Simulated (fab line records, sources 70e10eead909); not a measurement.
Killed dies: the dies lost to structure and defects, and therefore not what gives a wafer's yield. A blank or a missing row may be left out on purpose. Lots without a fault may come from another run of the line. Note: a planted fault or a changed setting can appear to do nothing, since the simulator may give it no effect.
Chamber matching    flow nandHarc    NHARC_A_CONTACT_ETCH_88 on rieDiel-04 has 4 sister chambers
The step etches the open film in CF4, target depth 39 nm, time 65 s. 4 wafers are shown with their chamber, then 12 later ones without.

WAFERS, EACH WITH ITS CHAMBER
wafer   chamber  drypumpMotorCurrentA (A)
L090.2  1        5.5
L089.2  0        6.0
L089.4  3        5.0
L089.5  2        6.4

WAFERS MISSING THEIR CHAMBER
wafer   drypumpMotorCurrentA (A)
L093.3  6.4
L093.4  5.0
L093.6  6.4
L093.1  5.5
L093.2  6.0
L093.5  5.0
L095.1  6.4
L095.2  5.0
L095.6  5.5
L096.1  6.3
L096.4  6.0
L096.6  4.9

WHICH CHAMBER EACH ONE RAN IN
wafer   from the rows above  in truth
L093.3  2                    2
L093.4  3                    3
L093.6  2                    2
L093.1  1                    1
L093.2  0                    0
L093.5  3                    3
L095.1  2                    2
L095.2  3                    3
L095.6  1                    1
L096.1  2                    2
L096.4  0                    0
L096.6  3                    3
12 of 12 placed correctly. Number that these rows cannot place: 0. Number placed wrongly: 0.
How it was worked out, from the rows above alone: a wafer's distance from a chamber is the root of the sum, over the readings, of the square of ((its reading less the chamber's mean) divided by the reading's scatter). The wafer belongs to the nearest chamber; if the next one is less than 2 further off, it can't be placed. Each chamber's mean is taken over the wafers shown for it. The scatter: with one shown wafer a chamber, the root of the mean of the squares of how far each hidden wafer lies from its nearest shown one.
